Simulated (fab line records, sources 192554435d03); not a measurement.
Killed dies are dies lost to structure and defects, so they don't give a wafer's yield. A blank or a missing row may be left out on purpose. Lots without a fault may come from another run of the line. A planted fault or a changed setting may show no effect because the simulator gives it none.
Problem report in the 8D (eight disciplines) form, filled by code | flow n5_finfet | the parts of the form that need people (team, actions taken, sign-off) are left out

1. THE PROBLEM
run_length_s at N5_BEOL_M2_CO_CAP_55 reads a mean of 79.8 s on 2 wafers of 2 lots; wafers without a fault read 124.9 s with a standard deviation of 0.59. That is -77 standard deviations from the usual mean.
The step: material Co, precursor CCTBA/H2, target thk 2 nm, time 102.1 s.
First seen on wafer L697.3, day 7 12:22, on cvd_co-01. The record holds 18 wafers of 6 lots with a number at this step. Rule for "out", or "out of limits": more than 4 standard deviations from the usual mean. The other wafers with a number count as sound.

2. WHAT IT IS AND WHAT IT IS NOT
question                    | is               | is not
which readings at this step | run_length_s     | heater_power_w
which lots                  | L697, L699       | L694, L709, L714, L717
which wafers of those lots  | L697.3, L699.1   | L697.1, L697.6, L699.4, L699.6
read on which tools         | cvd_co-01        | cvd_co-02
when                        | from day 7 12:22 | up to then (5 sound wafers); but 11 sound wafers of L699, L709, L714, L717 came after

3. SUSPECTS, AND WHAT RULES EACH OUT
Counting: a tool at a process step up to the reading stays a suspect if it ran every lot that is out. Sound lots after the first of them don't rule it out here, since some wafers of a struck lot are sound.
- cvd_co-01 at N5_BEOL_M2_PRE_CLEAN_60 (time 15 s): kept. It ran every lot that is out, first L697 (day 7 12:19); its last sound lot up to then is L694 (day 6 21:09).
- cvd_co-01 at N5_BEOL_M2_CO_CAP_55 (material Co, precursor CCTBA/H2, target thk 2 nm, time 102.1 s): kept. It ran every lot that is out, first L697 (day 7 12:22); its last sound lot up to then is L694 (day 6 21:11). Its own readings are out on those wafers: run_length_s.
- Within cvd_co-01 at N5_BEOL_M2_PRE_CLEAN_60: the wafers that are out ran in chamber 2; their sound lot-mates ran in chambers 0, 1.
- Within cvd_co-01 at N5_BEOL_M2_CO_CAP_55: the wafers that are out ran in chamber 2; their sound lot-mates ran in chambers 0, 1.
Left after counting: cvd_co-01 at N5_BEOL_M2_PRE_CLEAN_60, cvd_co-01 at N5_BEOL_M2_CO_CAP_55.

4. THE CAUSE (what the simulator had put in)
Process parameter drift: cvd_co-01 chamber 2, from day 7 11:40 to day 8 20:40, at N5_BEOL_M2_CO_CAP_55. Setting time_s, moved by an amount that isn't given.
Counting left 2 suspects, and this tool is among them.

5. THE CHAIN OF EFFECTS, in route order
Each row: a reading whose mean over the struck wafers that have a number lies more than 3 standard deviations from the usual. Only readings for which the record gives a usual standard deviation are gone through. hours: the time from each lot's start at the first step in this table that gives one to its start at this step, as a median over the lots. sigmas: the change in usual standard deviations.
hours | step                 | reading      | usual   | on struck wafers | change | sigmas
0     | N5_BEOL_M2_CO_CAP_55 | run_length_s | 124.9 s | 79.8             | -45.2  | -77
The process steps in it:
- N5_BEOL_M2_CO_CAP_55: material Co, precursor CCTBA/H2, target thk 2 nm, time 102.1 s.
Later measuring or inspecting steps at which every struck wafer that the step has a row for has a number for every such reading, and none has moved that far: N5_BEOL_M4_RC_MEAS_101.

6. WHAT WOULD HAVE CAUGHT IT SOONER
In this record the first reading out of limits was taken at day 7 12:22, 1 hour after the fault began at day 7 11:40.
